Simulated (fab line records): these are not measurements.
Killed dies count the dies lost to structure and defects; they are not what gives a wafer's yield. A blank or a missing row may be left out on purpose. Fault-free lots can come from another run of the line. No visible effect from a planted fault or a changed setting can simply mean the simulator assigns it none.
fab line records	flow n5Finfet
record lots=12	wafers=36	lastDay=17
route steps=1938 shown ZERO_LAYER@9 WELL_APT@30 PASSIVATION@1936
lots that met no fault: taken from a fault-free run of the same line
startH: the number of hours between the record's first day and the start of the first shown wafer of the lot	waitH: hours since the lot's step before	" the same as in the row above	L1.1+2: a single row standing in for several wafers	- either no value or no given start	* or withheld: withheld	< > ~ a bound
route shown NAME@n: a module of which the file shows steps, and the number in the route of the first	usual: average and standard deviation across the fault-free wafers	same: alike in all rows	chamber/n: place in a boat	sites: per-site readings	_std_site: the standard deviation of these	_edge_site: the outer-site mean with the inner-site mean subtracted	radiusMm: how far each site lies from the wafer's centre	mask NAME#n: copy n	behind: the tool/chamber that last shaped the wafer	hold: the reason the lot was held/the length of the hold in hours/how it ended	device: transistor that didn't switch, given as n, p or np	end of line: tests of these same wafers at the route's end	a step given without rows: its recipe and nothing more	killed: count of dies lost to structure and defects at first sort (not the wafer's yield)	map: a wafer's dies, marking killed ones x, the rest . and places with no die _
set.NAME: the run value of the setting; set.NAME@STEP: its run value at that earlier step	model.NAME: the simulator's own value behind a step, which no gauge read
steps of the route over a sample of lots; a table a step, a row a wafer
services: from which hour (startH, from the record's first day; less than 0 if before it) a tool's chamber was out of use, for how many hours, and why
## steps
# step N5_ZERO_LAYER_EXPOSE_08
# recipe maskId=ZERO	na=0.55	sourceShape=conventional	sigmaOuter=0.8	polarization=unpolarized	defocusNm=0	targetCdNm=2000	doseMj=16.2
# usual exposureDoseMJCm2=16.190/0.017
lot.wafer	tool	chamber	startH	waitH	mask	exposureDoseMJCm2
L547.3	krfScanner-02	0	12.64	-	ZERO#0	16.195
L547.4	"	0	"	"	ZERO#0	16.191
L547.5	"	0	"	"	ZERO#0	16.180
L548.1	krfScanner-01	0	18.60	-	ZERO#0	16.172
L548.2	"	0	"	"	ZERO#0	16.178
L548.3	"	0	"	"	ZERO#0	16.178
L549.2	krfScanner-02	0	24.60	-	ZERO#0	16.189
L549.3	"	0	"	"	ZERO#0	16.197
L549.6	"	0	"	"	ZERO#0	16.228
L550.1	krfScanner-02	0	30.46	-	ZERO#0	16.189
L550.3	"	0	"	"	ZERO#0	16.189
L550.6	"	0	"	"	ZERO#0	16.191
L554.2	krfScanner-02	0	54.47	-	ZERO#0	15.719
L554.3	"	0	"	"	ZERO#0	15.719
L554.4	"	0	"	"	ZERO#0	15.715
L555.2	krfScanner-02	0	60.50	-	ZERO#0	15.843
L555.3	"	0	"	"	ZERO#0	15.830
L555.6	"	0	"	"	ZERO#0	15.802
L557.1	krfScanner-02	0	72.59	-	ZERO#0	15.875
L557.3	"	0	"	"	ZERO#0	15.906
L557.6	"	0	"	"	ZERO#0	15.885
L558.2	krfScanner-02	0	78.47	-	ZERO#0	15.929
L558.3	"	0	"	"	ZERO#0	15.921
L558.6	"	0	"	"	ZERO#0	15.931
L559.1	krfScanner-01	0	84.59	-	ZERO#0	16.168
L559.3	"	0	"	"	ZERO#0	16.176
L559.4	"	0	"	"	ZERO#0	16.176
L566.3	krfScanner-01	0	126.60	-	ZERO#0	16.187
L566.5	"	0	"	"	ZERO#0	16.187
L566.6	"	0	"	"	ZERO#0	16.180
L567.2	krfScanner-01	0	132.47	-	ZERO#0	16.183
L567.4	"	0	"	"	ZERO#0	16.199
L567.6	"	0	"	"	ZERO#0	16.206
L569.1	krfScanner-01	0	144.63	-	ZERO#0	16.181
L569.5	"	0	"	"	ZERO#0	16.194
L569.6	"	0	"	"	ZERO#0	16.176
# step N5_ZERO_LAYER_DESCUM_16
# recipe chemistry=O2	timeS=7.9	sourcePowerW=50	biasPowerW=20	pressureMtorr=20	rfFrequencyHz=2.712e+07	tempC=40	o2FlowSccm=225
# usual drypumpMotorCurrentA=5.7/0.32	oesProductAu=0.79/0.11	rfVppV=243.8/1.2	showerheadPlenumPTorr=2.13/0.052	throttleValvePct=20.35/0.25
lot.wafer	tool	chamber	startH	waitH	drypumpMotorCurrentA	oesProductAu	rfHoursCounterH	rfVppV	showerheadPlenumPTorr	throttleValvePct
L547.3	rieDiel-05	0	12.84	0.0	5.0	0.75	163	244.6	2.18	20.28
L547.4	"	2	"	"	5.7	0.69	225	242.9	2.14	20.37
L547.5	"	2	"	"	5.7	0.69	-	242.8	2.14	20.39
L548.1	rieDiel-01	1	19.02	0.2	5.7	0.95	6	246.5	2.24	20.39
L548.2	"	0	"	"	5.7	0.72	187	243.9	2.07	20.39
L548.3	"	2	"	"	5.8	0.70	247	241.6	2.09	21.13
L549.2	rieDiel-01	2	24.80	0.0	5.8	0.70	248	242.8	2.09	21.13
L549.3	"	0	"	"	5.6	0.72	188	242.2	2.07	20.39
L549.6	"	2	"	"	5.8	0.70	-	242.5	2.09	21.12
L550.1	rieDiel-04	0	30.68	0.0	5.5	0.79	121	245.5	2.17	20.21
L550.3	"	3	"	"	6.1	0.88	69	245.6	2.14	20.06
L550.6	"	3	"	"	6.1	0.88	-	242.9	2.14	20.06
L554.2	rieDiel-05	2	54.68	0.0	5.7	0.68	239	244.8	2.14	20.43
L554.3	"	1	"	"	5.6	0.99	3	243.4	2.15	20.18
L554.4	"	2	"	"	5.7	0.69	-	244.5	2.14	20.40
L555.2	rieDiel-01	0	60.71	0.0	5.6	0.71	202	243.5	2.07	20.42
L555.3	"	1	"	"	5.7	0.92	21	245.4	2.24	20.40
L555.6	"	2	"	"	5.8	0.98	-	244.0	2.09	20.72
L557.1	rieDiel-05	3	72.81	0.0	5.8	0.71	224	243.5	2.14	20.03
L557.3	"	2	"	"	5.7	0.66	244	243.8	2.13	20.41
L557.6	"	0	"	"	5.0	0.73	-	245.5	2.18	20.31
L558.2	rieDiel-01	0	78.68	0.0	5.6	0.71	207	242.8	2.07	20.43
L558.3	"	3	"	"	6.2	0.68	231	241.0	2.07	20.32
L558.6	"	1	"	"	5.7	0.92	-	245.8	2.23	20.43
L559.1	rieDiel-04	2	84.81	0.0	6.0	0.70	228	245.0	2.16	20.73
L559.3	"	1	"	"	5.0	0.79	132	245.3	2.17	19.99
L559.4	"	3	"	"	6.1	0.86	82	244.1	2.14	20.08
L566.3	rieDiel-01	0	126.80	0.0	5.6	0.69	222	242.8	2.06	20.45
L566.5	"	2	"	"	5.8	0.93	-	241.6	2.08	20.76
L566.6	"	3	"	"	6.2	0.67	-	244.6	2.06	20.33
L567.2	rieDiel-05	2	132.76	0.1	5.6	0.96	6	244.2	2.13	19.99
L567.4	"	1	"	"	5.6	0.90	28	243.5	2.14	20.23
L567.6	"	3	"	"	5.7	0.71	-	244.5	2.13	20.08
L569.1	rieDiel-05	3	144.92	0.1	5.8	0.71	248	244.0	2.13	20.07
L569.5	"	2	"	"	5.7	0.95	-	245.7	2.13	20.00
L569.6	"	3	"	"	5.8	0.70	-	243.3	2.13	20.06
# step N5_WELL_APT_INSPECT_10
# recipe mode=adi	inspectInstrument=macro
# usual rawDefectCount=1.9/1.2
lot.wafer	tool	chamber	startH	waitH	rawDefectCount
L547.3	defectInspect-02	-	13.92	0.0	2
L547.4	"	-	"	"	1
L547.5	"	-	"	"	1
L548.1	defectInspect-01	-	20.10	0.0	1
L548.2	"	-	"	"	1
L548.3	"	-	"	"	3
L549.2	defectInspect-02	-	25.86	0.0	3
L549.3	"	-	"	"	0
L549.6	"	-	"	"	1
L550.1	defectInspect-02	-	31.73	0.0	1
L550.3	"	-	"	"	3
L550.6	"	-	"	"	3
L554.2	defectInspect-01	-	55.91	0.0	3
L554.3	"	-	"	"	2
L554.4	"	-	"	"	2
L555.2	defectInspect-01	-	62.01	0.0	3
L555.3	"	-	"	"	1
L555.6	"	-	"	"	2
L557.1	defectInspect-01	-	73.99	0.0	3
L557.3	"	-	"	"	4
L557.6	"	-	"	"	2
L558.2	defectInspect-01	-	79.74	0.0	1
L558.3	"	-	"	"	5
L558.6	"	-	"	"	2
L559.1	defectInspect-01	-	86.03	0.0	2
L559.3	"	-	"	"	0
L559.4	"	-	"	"	2
L566.3	defectInspect-02	-	127.86	0.0	4
L566.5	"	-	"	"	3
L566.6	"	-	"	"	3
L567.2	defectInspect-02	-	133.69	0.0	2
L567.4	"	-	"	"	1
L567.6	"	-	"	"	3
L569.1	defectInspect-01	-	145.97	0.0	2
L569.5	"	-	"	"	1
L569.6	"	-	"	"	0
# step N5_WELL_APT_DESCUM_13
# recipe chemistry=O2	timeS=7.9	sourcePowerW=50	biasPowerW=20	pressureMtorr=20	rfFrequencyHz=2.712e+07	tempC=40	o2FlowSccm=225
# usual drypumpMotorCurrentA=5.61/0.29	oesProductAu=0.79/0.094	rfVppV=242.8/1.3	showerheadPlenumPTorr=2.07/0.056	throttleValvePct=20.42/0.23
lot.wafer	tool	chamber	startH	waitH	drypumpMotorCurrentA	oesProductAu	rfHoursCounterH	rfVppV	showerheadPlenumPTorr	throttleValvePct
L547.3	rieDiel-06	3	14.08	0.2	5.93	0.74	154	240.9	2.01	20.56
L547.4	"	2	"	"	5.55	0.96	15	244.7	2.13	20.23
L547.5	"	0	"	"	6.04	0.70	-	241.5	2.05	20.39
L548.1	rieDiel-03	2	20.14	0.0	5.72	0.68	245	244.7	2.14	20.46
L548.2	"	0	"	"	5.08	0.73	180	243.2	2.18	20.27
L548.3	"	3	"	"	5.92	0.80	107	243.4	2.07	20.00
L549.2	rieDiel-06	0	25.94	0.1	6.03	0.69	243	241.4	2.05	20.40
L549.3	"	1	"	"	5.41	0.68	236	243.9	2.15	20.66
L549.6	"	2	"	"	5.53	0.94	-	243.1	2.13	20.26
L550.1	rieDiel-06	3	31.77	0.0	5.92	0.73	160	241.1	2.00	20.60
L550.3	"	1	"	"	5.41	0.69	238	243.0	2.15	20.66
L550.6	"	3	"	"	5.93	0.73	-	242.0	2.00	20.57
L554.2	rieDiel-02	0	55.94	0.0	5.68	0.75	169	242.1	1.97	20.41
L554.3	"	3	"	"	5.73	0.70	225	241.0	2.07	20.70
L554.4	"	2	"	"	5.71	0.73	165	243.2	2.07	20.47
L555.2	rieDiel-02	0	62.51	0.5	5.68	0.74	171	242.9	1.97	20.42
L555.3	"	1	"	"	5.25	0.80	88	242.6	2.02	20.85
L555.6	"	3	"	"	5.74	0.71	-	240.8	2.07	20.70
L557.1	rieDiel-06	0	74.28	0.3	6.04	0.93	5	242.7	2.05	20.10
L557.3	"	3	"	"	5.93	0.71	180	242.0	2.00	20.60
L557.6	"	0	"	"	6.07	0.93	-	242.4	2.05	20.13
L558.2	rieDiel-02	3	79.78	0.0	5.75	0.69	235	243.0	2.07	20.71
L558.3	"	2	"	"	5.68	0.74	174	242.6	2.06	20.50
L558.6	"	2	"	"	5.71	0.74	-	243.4	2.06	20.51
L559.1	rieDiel-02	0	86.07	0.0	5.67	0.74	177	241.1	1.97	20.44
L559.3	"	1	"	"	5.22	0.79	96	243.4	2.02	20.85
L559.4	"	3	"	"	5.75	0.68	236	242.8	2.06	20.71
L566.3	rieDiel-06	3	127.89	0.0	5.91	0.69	202	241.3	1.99	20.64
L566.5	"	0	"	"	6.09	0.90	-	241.3	2.04	20.14
L566.6	"	3	"	"	5.92	0.69	-	239.8	1.99	20.64
L567.2	rieDiel-06	2	133.73	0.0	5.54	0.87	60	242.1	2.11	20.30
L567.4	"	1	"	"	5.41	0.91	20	244.5	2.14	20.29
L567.6	"	0	"	"	6.05	0.89	-	243.3	2.04	20.15
L569.1	rieDiel-02	1	146.01	0.0	5.22	0.76	119	241.3	2.01	20.89
L569.5	"	2	"	"	5.66	0.71	-	244.3	2.05	20.54
L569.6	"	1	"	"	5.19	0.76	-	242.3	2.01	20.90
# step N5_PASSIVATION_PROBE_49
# usual killed_at_M0_to_M3=34/8.9	killed_at_M4_up=13/4.6	killedAtContacts=12/5.5	killedAtFrontEnd=41/11	killedAtOther=3.1/2.9	killedDies=102/16	killedOpen=66/11	killedShort=34/7.6
# same grossDies=1180	killedAtBackSide=0
lot.wafer	tool	chamber	startH	waitH	killed_at_M0_to_M3	killed_at_M4_up	killedAtContacts	killedAtFrontEnd	killedAtOther	killedDies	killedOpen	killedShort
L557.3	prober-02	-	330.05	0.1	29	15	17	46	4	111	61	39
# killed by level:class
L557.3 MOL_CONTACT_COAG:geometricParticle:open=14 HKMG_FIN:areaEtch=11 FIN_SAQP:geometricParticle:short=9 FIN_SAQP:geometricParticle:open=9 BEOL_M0_SAQP:geometricParticle:short=9 GATE_CUT:geometricParticle:short=6 BEOL_M1:geometricParticle:open=6 BEOL_M0_SAQP:geometricParticle:open=6
## services
tool	chamber	startH	hours	kind
krfScanner-01	-	9.29	1.3	pm
rieDiel-02	-	13.59	0.5	repair
rieDiel-06	2	33.31	9.9	repair
krfScanner-02	-	37.50	0.7	repair
rieDiel-05	-	42.56	2.8	pm
rieDiel-04	3	44.36	6.6	repair
rieDiel-05	0	48.06	8.5	repair
krfScanner-01	-	48.20	3.6	pm
rieDiel-04	3	51.82	4.5	repair
krfScanner-01	-	52.76	0.8	pm
krfScanner-01	-	54.21	0.3	repair
rieDiel-02	0	68.45	6.2	repair
krfScanner-02	-	76.92	1.0	pm
krfScanner-01	-	77.62	0.5	repair
rieDiel-01	2	78.79	3.0	repair
rieDiel-02	-	91.15	2.8	pm
rieDiel-06	0	91.22	16.7	repair
krfScanner-01	-	94.09	3.5	repair
rieDiel-01	-	100.88	0.9	repair
krfScanner-02	-	104.98	1.3	pm
rieDiel-02	1	112.26	2.7	repair
krfScanner-01	-	139.12	4.0	pm
rieDiel-06	3	143.16	8.3	repair
krfScanner-02	-	143.54	0.8	pm
## key
firstSign step=N5_ZERO_LAYER_EXPOSE_08	reading=exposureDoseMJCm2	direction=down	sigmas=21	usual=16.190	struck=15.840
effect none on later readings
metAt N5_ZERO_LAYER_EXPOSE_08
struckLots L554,L555,L557,L558
rowsEnd L554.3,L558.2,L558.3,L558.6
testerLeftOut L554,L555,L557
loopTrim step=N5_ZERO_LAYER_EXPOSE_08	setting=dose	lots=L555,L557,L558
baselineLoss step=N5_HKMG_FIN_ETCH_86	wafers=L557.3
notActingAt N5_ZERO_LAYER_DESCUM_16,N5_WELL_APT_INSPECT_10,N5_WELL_APT_DESCUM_13
onsetBetween 30.46 54.47
fault kind=processParameterDrift	tool=krfScanner-02	chamber=-	onsetH=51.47	steps=N5_ZERO_LAYER_EXPOSE_08	channel=doseMj	offset=-0.47517	shape=step	actsIn=theseRecipesOnly	stated=16.2
# testerLeftOut: of these lots the tester's yield and bins aren't shown, on N5 and GAA mostly nor the transistor test; their killed dies are dies lost to structure and defects alone, not to doping, threshold or leakage, so they don't give the yield
# rowsEnd: these wafers met a further fault down the route, and their rows from its step on are left out
# loopTrim: a control loop set the setting to another value than it would have without faults
# baselineLoss: these wafers lose ten dies or more at that step, a loss of the line's own and not of a fault; the sort's usual values leave them out
